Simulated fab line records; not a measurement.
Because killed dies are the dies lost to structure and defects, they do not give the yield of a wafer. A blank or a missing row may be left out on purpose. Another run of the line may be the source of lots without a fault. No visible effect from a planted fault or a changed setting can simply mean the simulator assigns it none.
Which tool did it? | flow n5-finfet | 9 lots, 27 wafers sampled, at 7 steps of a route of 1938

== WHAT EACH GAUGE READ, for each wafer ==
N5_BEOL_M7_CD_MEAS_18: pitch 80 nm, target cd 40 nm.
lot  | measured     | on        | cd-nm (nm)
L714 | day 9 14:09  | cd-sem-03 | 40.8 40.9 39.8
L718 | day 10 17:00 | cd-sem-01 | 40.4 39.3 40.1
L721 | day 11 01:48 | cd-sem-01 | 39.9 39.6 40.2
L729 | day 13 13:14 | cd-sem-01 | 39.8 39.8 40.6
L731 | day 13 13:25 | cd-sem-03 | 39.5 39.2 39.5
L730 | day 13 18:37 | cd-sem-03 | 40.1 40.5 40.4
L732 | day 13 18:44 | cd-sem-03 | 40.2 40.3 40.2
L735 | day 14 14:21 | cd-sem-03 | 39.9 39.2 39.5
L733 | day 14 18:02 | cd-sem-02 | 40.0 40.4 40.1

N5_BEOL_M7_OVL_MEAS_29.
lot  | measured     | on         | V6_OVL (nm)
L714 | day 9 15:30  | overlay-02 | 0.3 -0.7 0.0
L718 | day 10 18:21 | overlay-01 | 0.6 1.1 1.0
L721 | day 11 03:46 | overlay-01 | -1.1 -0.4 0.4
L729 | day 13 14:37 | overlay-01 | -1.1 -1.2 -1.1
L731 | day 13 14:26 | overlay-02 | -0.8 -0.8 -0.9
L730 | day 13 19:01 | overlay-01 | 0.4 0.4 0.4
L732 | day 13 20:21 | overlay-01 | -0.2 -0.2 -1.1
L735 | day 14 18:49 | overlay-02 | 0.5 -0.7 -0.4
L733 | day 14 19:05 | overlay-01 | 0.5 0.6 0.5

N5_BEOL_M7_OCD_MEAS_38.
lot  | measured     | on     | trench-depth-nm (nm)
L714 | day 9 16:01  | ocd-02 | 93.6 92.8 94.0
L718 | day 10 18:52 | ocd-01 | 93.1 93.1 93.1
L721 | day 11 04:23 | ocd-01 | 92.0 92.4 92.6
L729 | day 13 15:22 | ocd-01 | 87.9 87.7 88.8
L731 | day 13 14:58 | ocd-02 | 88.9 89.1 89.1
L730 | day 13 19:32 | ocd-02 | 89.8 89.4 88.0
L732 | day 13 21:01 | ocd-02 | 93.0 92.4 91.8
L735 | day 14 19:21 | ocd-01 | 95.0 92.9 93.2
L733 | day 14 19:52 | ocd-02 | 92.6 94.4 93.4

N5_BEOL_M7_THK_MEAS_53: measures by xrf.
lot  | measured     | on            | M7_THK (nm)
L714 | day 9 18:31  | film-metro-01 | 80.4 78.6 80.9
L718 | day 10 22:17 | film-metro-01 | 79.5 78.9 79.6
L721 | day 11 07:53 | film-metro-02 | 77.3 77.3 80.2
L729 | day 13 17:43 | film-metro-02 | 74.8 74.7 76.2
L731 | day 13 17:27 | film-metro-01 | 74.7 74.8 75.1
L730 | day 13 22:47 | film-metro-01 | 77.0 75.9 75.2
L732 | day 13 23:54 | film-metro-01 | 79.0 78.1 77.7
L735 | day 14 22:25 | film-metro-02 | 83.5 80.9 80.0
L733 | day 14 23:00 | film-metro-02 | 80.2 82.8 81.1

N5_BEOL_M7_RS_MEAS_57: measurement is done with a four-point probe.
lot  | measured     | on            | M7_RS (ohm/sq)
L714 | day 9 18:38  | film-metro-02 | 0.285 0.294 0.283
L718 | day 10 22:25 | film-metro-02 | 0.287 0.290 0.285
L721 | day 11 08:01 | film-metro-01 | 0.298 0.298 0.286
L729 | day 13 17:50 | film-metro-02 | 0.311 0.312 0.303
L731 | day 13 17:35 | film-metro-01 | 0.310 0.309 0.306
L730 | day 13 22:55 | film-metro-02 | 0.295 0.300 0.304
L732 | day 14 00:02 | film-metro-02 | 0.286 0.290 0.294
L735 | day 14 22:33 | film-metro-02 | 0.275 0.287 0.288
L733 | day 14 23:08 | film-metro-01 | 0.288 0.276 0.284

== TOOL THAT RAN EACH LOT (tool first, then ch and the chambers of the sampled wafers, then the start) ==
lot  | N5_BEOL_M7_TRENCH_ETCH_37          | N5_BEOL_M7_ETCH_41
L714 | rie-diel-02 ch 2,3, day 9 15:52    | rie-diel-02 ch 2,3, day 9 16:01 or earlier
L718 | rie-diel-02 ch 0,2,3, day 10 18:43 | rie-diel-02 ch 0,2,3, day 10 18:52 or earlier
L721 | rie-diel-02 ch 0,1,2, day 11 04:14 | rie-diel-02 ch 0,1,2, day 11 04:23 or earlier
L729 | rie-diel-02 ch 1,2,3, day 13 15:13 | rie-diel-02 ch 1,2,3, day 13 15:22 or earlier
L731 | rie-diel-02 ch 2,3, day 13 14:49   | rie-diel-02 ch 2,3, day 13 14:58 or earlier
L730 | rie-diel-02 ch 0,1,2, day 13 19:23 | rie-diel-02 ch 0,1,2, day 13 19:32 or earlier
L732 | rie-diel-06 ch 0,1,2, day 13 20:51 | rie-diel-06 ch 0,1,2, day 13 21:01 or earlier
L735 | rie-diel-01 ch 0,3, day 14 19:11   | rie-diel-01 ch 0,3, day 14 19:21 or earlier
L733 | rie-diel-06 ch 2,3, day 14 19:43   | rie-diel-06 ch 2,3, day 14 19:52 or earlier
- N5_BEOL_M7_TRENCH_ETCH_37: etches SiCOH lowk in C4F6/O2, target depth 93.478 nm, time 31.2 s.
- N5_BEOL_M7_ETCH_41: etches SiCN in CH3F/O2, target depth 31.9 nm, time 57.8 s.

== AS READ BY THE TOOLS THEMSELVES (means over the sampled wafers that have a number; for cases with no such wafer, the mark the record gives instead) ==
N5_BEOL_M7_TRENCH_ETCH_37.
lot  | tool        | bias-w (W) | drypump-motor-current-A (A) | oes_f_703_au (a.u.) | oes-product-au (a.u.) | rf-fwd-power-W (W) | rf-vpp-V (V) | showerhead-plenum-p-Torr (Torr) | throttle-valve-pct (%)
L714 | rie-diel-02 | 185.7      | 5.6                         | 0.77                | 0.76                  | 340.9              | 666          | 2.81                            | 20.86
L718 | rie-diel-02 | 185.3      | 5.4                         | 0.78                | 0.78                  | 340.9              | 667          | 2.86                            | 20.78
L721 | rie-diel-02 | 184.7      | 5.5                         | 0.78                | 0.77                  | 340.9              | 663          | 2.81                            | 20.74
L729 | rie-diel-02 | 163.9      | 5.7                         | 0.73                | 0.71                  | 341.5              | 601          | 2.75                            | 20.84
L731 | rie-diel-02 | 163.3      | 5.6                         | 0.74                | 0.72                  | 342.0              | 604          | 2.80                            | 20.89
L730 | rie-diel-02 | 163.7      | 5.6                         | 0.76                | 0.74                  | 342.0              | 601          | 2.80                            | 20.75
L732 | rie-diel-06 | 185.3      | 5.1                         | 0.72                | 0.71                  | 338.5              | 660          | 2.76                            | 21.11
L735 | rie-diel-01 | 184.9      | 5.5                         | 0.82                | 0.80                  | 337.9              | 661          | 2.69                            | 20.76
L733 | rie-diel-06 | 185.5      | 5.2                         | 0.78                | 0.78                  | 340.4              | 657          | 2.82                            | 20.85

N5_BEOL_M7_ETCH_41.
lot  | tool        | bias-w (W) | drypump-motor-current-A (A) | oes-product-au (a.u.) | rf-fwd-power-W (W) | rf-vpp-V (V) | showerhead-plenum-p-Torr (Torr) | throttle-valve-pct (%)
L714 | rie-diel-02 | 74.82      | 5.6                         | 0.76                  | 390.8              | 296.2        | 1.97                            | 16.27
L718 | rie-diel-02 | 75.06      | 5.4                         | 0.77                  | 392.5              | 296.5        | 2.01                            | 16.19
L721 | rie-diel-02 | 74.98      | 5.5                         | 0.78                  | 392.2              | 297.5        | 1.98                            | 16.15
L729 | rie-diel-02 | 74.96      | 5.8                         | 0.73                  | 392.7              | 296.5        | 1.93                            | 16.28
L731 | rie-diel-02 | 74.69      | 5.6                         | 0.73                  | 392.2              | 296.6        | 1.96                            | 16.32
L730 | rie-diel-02 | 75.12      | 5.5                         | 0.76                  | 393.5              | 296.3        | 1.97                            | 16.18
L732 | rie-diel-06 | 75.05      | 5.1                         | 0.71                  | 390.7              | 296.3        | 1.94                            | 16.51
L735 | rie-diel-01 | 74.98      | 5.5                         | 0.80                  | 389.9              | 295.1        | 1.88                            | 16.15
L733 | rie-diel-06 | 75.15      | 5.2                         | 0.78                  | 391.4              | 296.7        | 1.98                            | 16.25

== THE ANSWER, worked out from the rows above alone ==
Rule: what is usual is taken from the lots themselves. Put in order of their means at a reading, lots are off if they are a third of the lots or fewer, leave a main group of 4 or more, and stand apart from it by a gap of 3 or more times the standard deviation of the main group's means; of several such gaps the widest counts. A main group is skipped when, at the precision printed for the reading in the tables above, its means are all equal. Also off: a lot with no number at a reading for which 4 or more lots have one. The other lots that the step has rows for count as sound. The gauges are gone through in route order, then the tools' own readings, and for those a lot's mean is taken as printed above. At the first step where some lot is off, the reading lying furthest off is the one used; lots without a number count as furthest.
Off, at N5_BEOL_M7_OCD_MEAS_38 on trench-depth-nm: L729, L731, L730. The main group: mean 93.1 nm, standard deviation 0.53.
A tool fits if, at a process step before that reading, it ran every lot that is off, and no sound lot after the first of them. Not tried: the gauges at N5_BEOL_M7_OCD_MEAS_38; whatever is off there is also off at N5_BEOL_M7_TRENCH_ETCH_37, on other tools, and gauge error can't account for it. Because N5_BEOL_M7_ETCH_41 lacks a start for some lots, the hours and order of its lots are taken from N5_BEOL_M7_OCD_MEAS_38. One candidate fits, namely rie-diel-02 at N5_BEOL_M7_TRENCH_ETCH_37 and N5_BEOL_M7_ETCH_41. At N5_BEOL_M7_TRENCH_ETCH_37 its last sound lot is L721 (day 11 04:14), its first lot that is off L731 (day 13 14:49): a fault that began between those two fits.
The tool's own readings at N5_BEOL_M7_TRENCH_ETCH_37 bear it out: on the lots that are off they differ by more than 5 times the standard deviation of the sound lots' means. bias-w reads 163.6 W there against 185.2 W on the sound lots; rf-vpp-V reads 602 V there against 662 V on the sound lots.

== WHAT THE SIMULATOR PUT IN ==
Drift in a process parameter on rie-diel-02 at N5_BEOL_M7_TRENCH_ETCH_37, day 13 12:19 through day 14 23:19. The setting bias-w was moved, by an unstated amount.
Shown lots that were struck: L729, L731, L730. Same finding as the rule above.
